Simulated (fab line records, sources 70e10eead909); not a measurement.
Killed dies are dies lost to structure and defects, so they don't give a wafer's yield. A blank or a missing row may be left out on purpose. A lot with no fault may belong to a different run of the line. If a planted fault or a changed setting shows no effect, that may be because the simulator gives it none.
Which tool did it? | flow nand-harc | at 1 step of a route of 1302, 12 lots with 36 wafers sampled

WHAT THE GAUGES READ, wafer by wafer
NHARC_P_M0_INSPECT_11.
lot  | measured     | on                | raw-defect-count
L075 | day 6 08:45  | defect-inspect-01 | 5 1 1
L077 | day 7 02:36  | defect-inspect-01 | 2 7 5
L079 | day 8 00:28  | defect-inspect-02 | 5 1 3
L081 | day 9 00:47  | defect-inspect-02 | 2 1 6
L083 | day 9 23:20  | defect-inspect-02 | 0 3 2
L085 | day 10 16:40 | defect-inspect-02 | 1 3 1
L087 | day 11 08:34 | defect-inspect-01 | 3 4 6
L089 | day 12 10:51 | defect-inspect-02 | 3 4 4
L091 | day 12 23:08 | defect-inspect-01 | 5 5 5
L093 | day 14 05:53 | defect-inspect-02 | 2 6 4
L095 | day 14 23:11 | defect-inspect-01 | 4 1 5
L097 | day 15 10:34 | defect-inspect-02 | 2 1 7

WHICH TOOL RAN EACH LOT (tool, then ch and the chambers of the sampled wafers, then the start)
Before these readings, the record contains no process step.

THE ANSWER, worked out from the rows above alone
Rule: usual is defined by the lots themselves. Put in order of their means at a reading, lots are off if they are a third of the lots or fewer, leave a main group of 4 or more, and stand apart from it by a gap of 3 or more times the standard deviation of the main group's means; of several such gaps the widest counts. A main group whose means are all the same, to the digits that the tables above print for the reading, isn't used. A lot without any number at a reading at which 4 lots or more have one is off too. All remaining lots with rows at the step are treated as sound.
No lot is off at any reading shown: from this, nothing can be told.

WHAT THE SIMULATOR HAD INSERTED
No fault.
